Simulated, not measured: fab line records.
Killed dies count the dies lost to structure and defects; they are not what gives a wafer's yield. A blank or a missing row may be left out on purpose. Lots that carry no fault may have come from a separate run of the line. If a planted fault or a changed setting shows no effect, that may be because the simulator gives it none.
Struck lot and sound lot, side by side || flow nand harc || 29 out of 1159 route steps
Sound: wafers L378.1, L378.3, L378.5. Struck: wafer L385.4 (L385.3, L385.5, from the same lot, were not struck and are left out); the cause is given at the end.
Order at every step that has rows: each side's tool, ch and its chambers, its first start. Under that, the readings that differ: sound wafers || struck wafers || difference of the means || sigmas: that difference in standard deviations of wafers without a fault.
alike: words and numbers the same on both sides, and readings whose means are apart by under 2 such deviations; not compared: readings that were withheld, readings missing a value for some wafer, numbers with overlapping values and no deviation given by the record, and bounds like >300 which may hide the same value.
The two part at a step that has a row with sigmas, a row that says differs or no value, or rows on one side only. Numbers that have no deviation but don't overlap get no sigmas and don't part them. Lack of a reading on every wafer of one side parts them only where that side has two or more wafers.

NHARC_A_CONTACT_ETCH_139: etches the open film in C4F8/O2/Ar, time 137 s, target depth 590 nm.
  sound on har cap etch-02 ch 0,1, day 18 01:34; struck on har cap etch-02 ch 1, day 19 14:59
  not compared: rf hours counter h
then, 1 step without rows for these wafers: NHARC_A_CONTACT_ETCH_92 (etches the open film in CH3F/O2, target depth 40 nm, time 85.7 s).
NHARC_A_CONTACT_ETCH_98: etches the open film in C4F6/O2, target depth 20 nm, time 10 s.
  sound: rie diel-06 ch 0,3; struck: rie diel-03 ch 3
  alike: drypump motor current A, o2 flow sccm, oes product au, rf vpp V, showerhead plenum p Torr, throttle valve pct
  not compared: rf hours counter h
NHARC_A_CONTACT_CD_MEAS_15:
  sound on cd sem-03, day 18 02:09; struck on cd sem-02, day 19 15:48
  alike: cd nm
then, 3 steps without rows for these wafers: NHARC_A_CONTACT_STRIP_107 (strips in N2/H2); NHARC_A_CONTACT_STRIP_108 (strips in CF4/CHF3); NHARC_A_CONTACT_STRIP_109 (strips in O2/COS).
NHARC_A_CONTACT_ETCH_110: etches the open film in CF4/O2, target depth 50 nm, overetch 5 nm, time 27.5 s.
  sound on rie diel-06 ch 0,1,3, day 18 02:27; struck on rie diel-13 ch 2, day 19 16:05
{"reading": "showerhead plenum p Torr (Torr)", "sound": "1.24 1.33 1.27", "struck": 1.42, "difference": "+0.14", "sigmas": "+2"}
  alike: drypump motor current A, o2 flow sccm, oes_o_777_au, oes product au, rf vpp V, throttle valve pct
  not compared: rf hours counter h
NHARC_A_CONTACT_STRIP_26: strips in O2.
  sound: rie diel-06 ch 0,1,3; struck: rie diel-13 ch 0
  alike: drypump motor current A, o2 flow sccm, oes product au, rf vpp V, showerhead plenum p Torr, throttle valve pct
  not compared: rf hours counter h
then, 2 steps without rows for these wafers: NHARC_A_CONTACT_STRIP_27 (strips in post etch residue remover, time 600 s); NHARC_A_CONTACT_ALD_18 (deposits TiN, target thk 3 nm, pulse time 1 s, ald cycles 150).
NHARC_A_CONTACT_CVD_19: deposits W, target thk 300 nm, time 802 s.
  sound: cvd w-02 ch 1; struck: cvd w-01 ch 0
{"reading": "heater power w (W)", "sound": "410 403 409", "struck": 486, "difference": "+79", "sigmas": "+3"}
{"reading": "throttle valve pct (%)", "sound": "7.68 7.68 7.72", "struck": 8.23, "difference": "+0.54", "sigmas": "+2"}
NHARC_A_CONTACT_CMP_20: polishes, t overpolish 30 s, target thk 300 nm.
  sound on cmp-04 ch 0,1,2, day 18 04:56; struck on cmp-04 ch 1, day 19 19:38
{"reading": "time to endpoint s (s)", "sound": "65 63 54", "struck": 53, "difference": -8, "sigmas": -2}
  alike: motor current A, overpolish run s
  not compared: pad life wafers
following that, these wafers have no rows for 1 step: NHARC_A_CONTACT_SRD_22.
NHARC_A_CONTACT_INSPECT_23:
  sound on defect inspect-02, day 18 05:20; struck on defect inspect-02, day 19 20:00
{"reading": "raw defect count", "sound": "395 417 363", "struck": 721, "difference": "+329", "sigmas": "+3"}
then, 10 steps without rows for these wafers: NHARC_A_BLC_DEHYDRATE_00 (time 120 s); NHARC_A_BLC_HMDS_01 (time 30 s); NHARC_A_BLC_COAT_02 (time 75 s); NHARC_A_BLC_COAT_03 (time 65 s); NHARC_A_BLC_COAT_04 (resist thk 90 nm); NHARC_A_BLC_SOFTBAKE_05 (time 55 s); NHARC_A_BLC_EBR_06; NHARC_A_BLC_EXPOSE_07 (exposes mask A BLC, target cd 100 nm); NHARC_A_BLC_PEB_08 (peb time 65 s); NHARC_A_BLC_DEVELOP_09 (develop time 35 s).
NHARC_A_BLC_CD_MEAS_10 targets a cd of 100 nm.
  sound on cd sem-01 ch 0, day 18 05:51; struck on cd sem-03 ch 0, day 19 20:32
  alike: cd nm
NHARC_A_BLC_OVL_MEAS_11:
  sound on overlay-02, day 18 05:56; struck on overlay-01, day 19 20:38
  alike: overlay x nm, overlay y nm
NHARC_A_BLC_INSPECT_12:
  sound on defect inspect-01, day 18 05:58; struck on defect inspect-02, day 19 20:40
{"reading": "raw defect count", "sound": "30 29 37", "struck": 442, "difference": "+410", "sigmas": "+34"}
then, 1 step without rows for these wafers: NHARC_A_BLC_DESCUM_15 (chemistry O2, time 3 s).

== WHERE THEY PART ==
Earliest at NHARC_A_CONTACT_ETCH_110; latest, in this record, at NHARC_A_BLC_INSPECT_12.

WHY: whatever the simulator had introduced
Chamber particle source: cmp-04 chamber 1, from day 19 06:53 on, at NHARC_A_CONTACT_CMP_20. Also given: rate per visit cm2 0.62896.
